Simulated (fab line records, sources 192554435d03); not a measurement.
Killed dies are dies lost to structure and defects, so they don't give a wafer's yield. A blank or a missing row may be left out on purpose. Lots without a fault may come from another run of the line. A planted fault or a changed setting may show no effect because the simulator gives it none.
Chamber matching | flow n5_finfet | N5_MOL_CONTACT_COAG_DESCUM_45 on rie_diel-02: 4 sister chambers
The step chemistry O2, time 7 s. 4 wafers are shown with their chamber, then 7 later ones without.

WAFERS WITH THEIR CHAMBER
wafer  | chamber | showerhead_plenum_p_Torr (Torr)
L084.4 | 1       | 2.19
L084.5 | 3       | 2.24
L087.2 | 0       | 2.10
L087.3 | 2       | 2.08

WAFERS WITHOUT THEIR CHAMBER
wafer  | showerhead_plenum_p_Torr (Torr)
L087.6 | 2.10
L091.1 | 2.18
L091.3 | 2.08
L091.4 | 2.10
L097.2 | 2.08
L097.3 | 2.09
L097.6 | 2.18

WHICH CHAMBER EACH WENT THROUGH
wafer  | from the rows above     | in truth
L087.6 | 0                       | 0
L091.1 | 1                       | 1
L091.3 | 2                       | 2
L091.4 | 0                       | 0
L097.2 | 2                       | 2
L097.3 | can't be placed: 2 or 0 | 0
L097.6 | 1                       | 1
Placed correctly: 6 of 7. Can't be placed from these rows: 1 (the true chamber is among the candidates in 1). Placed wrongly: 0.
How it was worked out, from the rows above alone: a wafer's distance from a chamber is the root of the sum, over the readings, of the square of ((its reading less the chamber's mean) divided by the reading's scatter). The wafer belongs to the nearest chamber; if the next one is less than 2 further off, it can't be placed. A chamber's mean is the mean of its shown wafers. The scatter: with one shown wafer a chamber, the root of the mean of the squares of how far each hidden wafer lies from its nearest shown one.
